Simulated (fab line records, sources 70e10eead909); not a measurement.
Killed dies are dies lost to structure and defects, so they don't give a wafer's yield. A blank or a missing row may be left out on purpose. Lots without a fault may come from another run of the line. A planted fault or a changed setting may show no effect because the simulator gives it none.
Problem report in the 8D (eight disciplines) form, filled by code | flow nand_harc | the parts of the form that need people (team, actions taken, sign-off) are left out

1. THE PROBLEM
killed_at_periphery at NHARC_END_SORT_01 reads a mean of 103.2 on 6 wafers of 2 lots; wafers without a fault read 3.2 with a standard deviation of 2.3. That is +43 standard deviations from the usual mean.
First seen on wafer L652.1, day 23 22:32, on prober-02. The record holds 9 wafers of 3 lots with a number at this step. Rule for "out", or "out of limits": more than 4 standard deviations from the usual mean. The other wafers with a number count as sound.

2. WHAT IT IS AND WHAT IT IS NOT
question                    | is                                                                                                                  | is not
which readings at this step | killed_at_periphery, defect_limited_yield, killed_dies, sort_bin_2_pct, sort_bin_3_pct, sort_n_pass, sort_yield_pct | killed_at_array, killed_at_other, killed_open, killed_short
which lots                  | L652, L654                                                                                                          | L644
which wafers of those lots  | all that have a number                                                                                              | -
read on which gauges        | prober-01, prober-02                                                                                                | -
when                        | from day 23 22:32                                                                                                   | up to then (3 sound wafers)

3. SUSPECTS, AND WHAT RULES EACH OUT
Counting: a tool at a process step up to the reading stays a suspect if it ran every lot that is out and no sound lot after the first of them.
- the gauge at NHARC_END_SORT_01: ruled out. The wafers that are out were read on 2 gauges (prober-01, prober-02).
- rie_diel-09 at NHARC_P_M2_STRIP_18 (strips in N2/H2): kept. It ran every lot that is out, first L652 (day 10 21:10), and no sound lot after that.
- pvd_sputter-03 at NHARC_A_M1_DEGAS_29 (time 60 s): kept. It ran every lot that is out, first L652 (day 22 04:29), and no sound lot after that.
- pvd_sputter-03 at NHARC_A_M1_PVD_21 (deposits Cu, target thk 30 nm, time 20.49 s): kept. It ran every lot that is out, first L652 (day 22 07:12), and no sound lot after that. NHARC_A_M1_PVD_21 gives no start for some lots, so the hours and the order of its lots are those of NHARC_A_BONDPAD_CMP_29.
Left after counting: rie_diel-09 at NHARC_P_M2_STRIP_18, pvd_sputter-03 at NHARC_A_M1_DEGAS_29, pvd_sputter-03 at NHARC_A_M1_PVD_21.

4. THE CAUSE (what the simulator had put in)
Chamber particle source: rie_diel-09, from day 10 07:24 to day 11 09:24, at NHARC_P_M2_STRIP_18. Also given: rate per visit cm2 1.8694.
Counting left 3 suspects, and this tool is among them.

5. THE CHAIN OF EFFECTS, in route order
Each row: a reading whose mean over the struck wafers that have a number lies more than 3 standard deviations from the usual. Only readings for which the record gives a usual standard deviation are gone through. hours: the time from each lot's start at the first step in this table that gives one to its start at this step, as a median over the lots. sigmas: the change in usual standard deviations.
hours | step              | reading              | usual  | on struck wafers | change | sigmas
0     | NHARC_END_SORT_01 | defect_limited_yield | 95.6 % | 81.5             | -14.1  | -10
0     | NHARC_END_SORT_01 | killed_at_periphery  | 3.2    | 103.2            | +100.0 | +43
0     | NHARC_END_SORT_01 | killed_dies          | 30     | 126              | +96    | +10
0     | NHARC_END_SORT_01 | sort_bin_2_pct       | 1.4 %  | 7.4              | +6.0   | +10
0     | NHARC_END_SORT_01 | sort_bin_3_pct       | 0.25 % | 5.54             | +5.29  | +24
0     | NHARC_END_SORT_01 | sort_bin_4_pct       | 2.8 %  | 5.6              | +2.8   | +3.1
0     | NHARC_END_SORT_01 | sort_n_pass          | 647    | 552              | -96    | -10
0     | NHARC_END_SORT_01 | sort_yield_pct       | 95.6 % | 81.5             | -14.1  | -10

6. WHAT WOULD HAVE CAUGHT IT SOONER
In this record the first reading out of limits at a measuring or inspecting step was taken at day 23 22:32, 327 hours after the fault began at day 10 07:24.
Of the tool readings at NHARC_P_M2_STRIP_18 for which the record gives a usual standard deviation, none was out on any struck wafer, so an alarm limit of 4 standard deviations on them would not have fired.
All the lots that are out (2) had begun NHARC_P_M2_STRIP_18 on rie_diel-09 by day 23 22:32. A hold on the tool at that time would have spared none of them.
